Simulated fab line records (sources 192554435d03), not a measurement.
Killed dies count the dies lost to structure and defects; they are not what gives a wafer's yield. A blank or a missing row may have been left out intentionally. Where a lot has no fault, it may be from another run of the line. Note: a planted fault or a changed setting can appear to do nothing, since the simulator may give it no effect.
Matching of chambers || flow n5 finfet || N5_BEOL_M14_TRENCH_ETCH_34 on rie diel-01: 4 sister chambers
The step etches SiO2 in C4F8/O2/Ar, target depth 556.65 nm, time 126.9 s. 4 wafers are shown with their chamber, then 9 later ones without.

WAFERS PAIRED WITH THEIR CHAMBERS
{"wafer": "L078.4", "chamber": 1, "rf vpp V (V)": 2224}
{"wafer": "L083.1", "chamber": 0, "rf vpp V (V)": 2223}
{"wafer": "L083.3", "chamber": 2, "rf vpp V (V)": 2184}
{"wafer": "L083.5", "chamber": 3, "rf vpp V (V)": 2158}

WAFERS WHOSE CHAMBER IS MISSING
{"wafer": "L084.3", "rf vpp V (V)": 2225}
{"wafer": "L084.5", "rf vpp V (V)": 2223}
{"wafer": "L084.6", "rf vpp V (V)": 2223}
{"wafer": "L085.3", "rf vpp V (V)": 2158}
{"wafer": "L085.4", "rf vpp V (V)": 2187}
{"wafer": "L085.6", "rf vpp V (V)": 2224}
{"wafer": "L096.1", "rf vpp V (V)": 2222}
{"wafer": "L096.2", "rf vpp V (V)": 2157}
{"wafer": "L096.4", "rf vpp V (V)": 2223}

WHICH CHAMBER EACH ONE RAN IN
{"wafer": "L084.3", "from the rows above": "can't be placed: 1 or 0", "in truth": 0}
{"wafer": "L084.5", "from the rows above": "can't be placed: 0 or 1", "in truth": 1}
{"wafer": "L084.6", "from the rows above": "can't be placed: 0 or 1", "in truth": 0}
{"wafer": "L085.3", "from the rows above": 3, "in truth": 3}
{"wafer": "L085.4", "from the rows above": 2, "in truth": 2}
{"wafer": "L085.6", "from the rows above": "can't be placed: 1 or 0", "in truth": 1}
{"wafer": "L096.1", "from the rows above": "can't be placed: 0 or 1", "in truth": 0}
{"wafer": "L096.2", "from the rows above": 3, "in truth": 3}
{"wafer": "L096.4", "from the rows above": "can't be placed: 0 or 1", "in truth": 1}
Correctly placed: 3 of 9. These rows do not allow placing 6 (true chamber among the candidates in 6). Placed wrongly: 0.
How it was worked out, from the rows above alone: a wafer's distance from a chamber is the root of the sum, over the readings, of the square of ((its reading less the chamber's mean) divided by the reading's scatter). If the next closest chamber is less than 2 further off than the closest, the wafer can't be placed; otherwise it belongs to the closest. The mean given for a chamber averages the wafers shown for that chamber. The scatter: with one shown wafer a chamber, the root of the mean of the squares of how far each hidden wafer lies from its nearest shown one.
